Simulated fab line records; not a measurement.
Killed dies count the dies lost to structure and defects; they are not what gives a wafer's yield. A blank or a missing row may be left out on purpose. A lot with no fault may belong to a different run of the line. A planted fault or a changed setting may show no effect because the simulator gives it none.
Split-lot trial | flow n5-finfet | 7 lots, 39 wafers read, on a route of 1938 steps

THE SPLIT ITSELF
At N5_MOL_CONTACT_COAG_EXPOSE_81 (exposes mask VG, defocus 0 nm), the setting dose-mj was moved away from the recipe's 59.5 on 12 of the 39 wafers read, by -5.7% to +6.6%. All remaining wafers had this setting at the recipe value.

FROM THE SPLIT TO THE READING: what the file shows between them, 8 steps
- N5_MOL_CONTACT_COAG_PEB_82: peb time 60 s
- N5_MOL_CONTACT_COAG_DEVELOP_83: develop time 30 s
- N5_MOL_CONTACT_COAG_CD_MEAS_84: target cd 25.1 nm
- N5_MOL_CONTACT_COAG_ALD_131: deposits SiO2, target thk 5 nm, pulse time 1 s, co reactant pulse time 1 s (also split here: ald-cycles)
- N5_MOL_CONTACT_COAG_ETCHBACK_132: etches SiO2 in CHF3, target depth 10 nm, time 6.7 s
- N5_MOL_CONTACT_COAG_ETCH_91: etches SOC in N2/H2, target depth 60 nm, overetch 21 nm, time 101.2 s
- N5_MOL_CONTACT_COAG_PRECLEAN_144: cleans in alkaline clean, time 60 s
- N5_MOL_CONTACT_COAG_SRD_145: time 30 s

THE READING
Shown in nm: cd-nm at N5_MOL_CONTACT_COAG_CD_MEAS_137, with target cd 16 nm. Fault-free wafers of this fab line usually give 15.97 nm, standard deviation 0.29 nm.

wafer  | tool, chamber at the split | dose-mj as run | against the recipe | cd-nm, nm | against lot-mates on the recipe
L074.1 | euv-scanner-02, 0          | 59.5           | recipe             | 15.34     | -
L074.2 | euv-scanner-02, 0          | 59.5           | recipe             | 16.16     | -
L074.3 | euv-scanner-02, 0          | 59.5           | recipe             | 16.16     | -
L074.4 | euv-scanner-02, 0          | 59.5           | recipe             | 15.91     | -
L074.5 | euv-scanner-02, 0          | 59.5           | recipe             | 15.87     | -
L074.6 | euv-scanner-02, 0          | 59.5           | recipe             | 15.78     | -
L078.1 | euv-scanner-02, 0          | 63.44          | +6.6%              | 16.83     | +1.14
L078.2 | euv-scanner-02, 0          | 63.44          | +6.6%              | 16.80     | +1.11
L078.3 | euv-scanner-02, 0          | 59.5           | recipe             | 15.64     | -
L078.4 | euv-scanner-02, 0          | 59.5           | recipe             | 15.65     | -
L078.5 | euv-scanner-02, 0          | 63.44          | +6.6%              | 16.97     | +1.28
L078.6 | euv-scanner-02, 0          | 59.5           | recipe             | 15.79     | -
L081.1 | euv-scanner-01, 0          | 56.1           | -5.7%              | 14.35     | -1.40
L081.2 | euv-scanner-01, 0          | 59.5           | recipe             | 15.78     | -
L081.3 | euv-scanner-01, 0          | 59.5           | recipe             | 15.74     | -
L081.4 | euv-scanner-01, 0          | 59.5           | recipe             | 15.73     | -
L081.5 | euv-scanner-01, 0          | 56.1           | -5.7%              | 14.66     | -1.09
L081.6 | euv-scanner-01, 0          | 56.1           | -5.7%              | 14.26     | -1.49
L086.2 | euv-scanner-02, 0          | 59.5           | recipe             | 16.36     | -
L086.5 | euv-scanner-02, 0          | 59.5           | recipe             | 16.09     | -
L086.6 | euv-scanner-02, 0          | 59.5           | recipe             | 16.13     | -
L088.1 | euv-scanner-02, 0          | 59.5           | recipe             | 16.01     | -
L088.2 | euv-scanner-02, 0          | 61.08          | +2.7%              | 16.78     | +1.03
L088.3 | euv-scanner-02, 0          | 59.5           | recipe             | 15.64     | -
L088.4 | euv-scanner-02, 0          | 61.08          | +2.7%              | 16.10     | +0.35
L088.5 | euv-scanner-02, 0          | 61.08          | +2.7%              | 16.70     | +0.95
L088.6 | euv-scanner-02, 0          | 59.5           | recipe             | 15.60     | -
L095.1 | euv-scanner-01, 0          | 57.24          | -3.8%              | 15.20     | -0.82
L095.2 | euv-scanner-01, 0          | 57.24          | -3.8%              | 15.28     | -0.74
L095.3 | euv-scanner-01, 0          | 59.5           | recipe             | 15.96     | -
L095.4 | euv-scanner-01, 0          | 59.5           | recipe             | 16.04     | -
L095.5 | euv-scanner-01, 0          | 57.24          | -3.8%              | 15.43     | -0.59
L095.6 | euv-scanner-01, 0          | 59.5           | recipe             | 16.07     | -
L096.1 | euv-scanner-01, 0          | 59.5           | recipe             | 15.91     | -
L096.2 | euv-scanner-01, 0          | 59.5           | recipe             | 16.04     | -
L096.3 | euv-scanner-01, 0          | 59.5           | recipe             | 16.01     | -
L096.4 | euv-scanner-01, 0          | 59.5           | recipe             | 15.79     | -
L096.5 | euv-scanner-01, 0          | 59.5           | recipe             | 15.93     | -
L096.6 | euv-scanner-01, 0          | 59.5           | recipe             | 16.10     | -

FIT RESULTS
A straight line over all 39 wafers: cd-nm changes by +0.191 nm for each +1% of dose-mj; r = +0.90; the points scatter about the line by 0.26 nm.
The same after taking each lot's own level away (the mean of its wafers on the recipe; 39 wafers): +0.206 nm for each +1%; r = +0.95; scatter 0.2 nm.
On that fit, the largest move of dose-mj shifts the reading by 1.4 nm.
The span of the lots' own levels, 15.693 to 16.193 nm, comes to 1.7 times the standard deviation stated above.
The two slopes are in agreement: the lot-to-lot level therefore moves the slope only a little.
Check: with one of the wafers moved furthest among these (+6.6%) left out of the fit, the line predicts +1.41 nm for it against its lot-mates. Against them it came out at +1.14 nm.

OTHER SPLITS ON THESE WAFERS
These wafers also went through other splits before the reading. Each is held against what the fit with the lots' levels taken away leaves over:
other split on the same wafers         | wafers away from the commonest value | r with cd-nm (lot level and that fit taken away)
N5_MOL_CONTACT_COAG_ALD_131 ald-cycles | 18                                   | -0.29

THE WHOLE CHAIN: every reading that the file lists as answering this split, in the file's order
step                            | what it does      | reading | change (the file's fit)               | r (the file's)
N5_MOL_CONTACT_COAG_CD_MEAS_84  | target cd 25.1 nm | cd-nm   | +0.216 nm for each +1% of the setting | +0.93
N5_MOL_CONTACT_COAG_CD_MEAS_137 | target cd 16 nm   | cd-nm   | +0.206 nm for each +1% of the setting | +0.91

THE FILE'S OWN FIT
cd-nm changes by +0.206 nm for each +1% of dose-mj, r = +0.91.
